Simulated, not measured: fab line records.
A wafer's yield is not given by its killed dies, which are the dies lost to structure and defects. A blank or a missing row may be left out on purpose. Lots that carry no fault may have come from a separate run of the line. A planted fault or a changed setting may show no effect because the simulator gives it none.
Chamber matching	flow nand_harc	NHARC_A_SLIT_DEP_23 on pecvd-02 has 3 sister chambers
The step deposits SiON, target thk 100 nm. 6 wafers are shown with their chamber, then 8 later ones without.

== WAFERS PAIRED WITH THEIR CHAMBERS ==
wafer	chamber	heater_power_w (W)
L080.1	1	726
L080.6	0	960
L080.2	0	924
L080.4	1	741
L080.5	2	752
L087.2	2	737

== WAFERS WITHOUT THEIR CHAMBER ==
wafer	heater_power_w (W)
L087.4	791
L087.5	727
L086.1	813
L086.3	759
L086.6	816
L093.1	743
L093.4	769
L093.5	793

== WHICH CHAMBER EACH ONE RAN IN ==
wafer	from the rows above	in truth
L087.4	can't be placed: 2 or 1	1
L087.5	can't be placed: 1 or 2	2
L086.1	can't be placed: 2 or 1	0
L086.3	can't be placed: 2 or 1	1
L086.6	can't be placed: 2 or 1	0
L093.1	can't be placed: 2 or 1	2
L093.4	can't be placed: 2 or 1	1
L093.5	can't be placed: 2 or 1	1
0 of 8 placed correctly. Can't be placed from these rows: 8 (the true chamber is among the candidates in 6). 0 placed wrongly.
How it was worked out, from the rows above alone: a wafer's distance from a chamber is the root of the sum, over the readings, of the square of ((its reading less the chamber's mean) divided by the reading's scatter). If the next closest chamber is less than 2 further off than the closest, the wafer can't be placed; otherwise it belongs to the closest. A chamber's mean is the mean of its shown wafers. How the scatter is found: for the shown wafers, subtract from each reading the mean of its chamber, square and add these, divide the total by (wafers less chambers), then take the root.
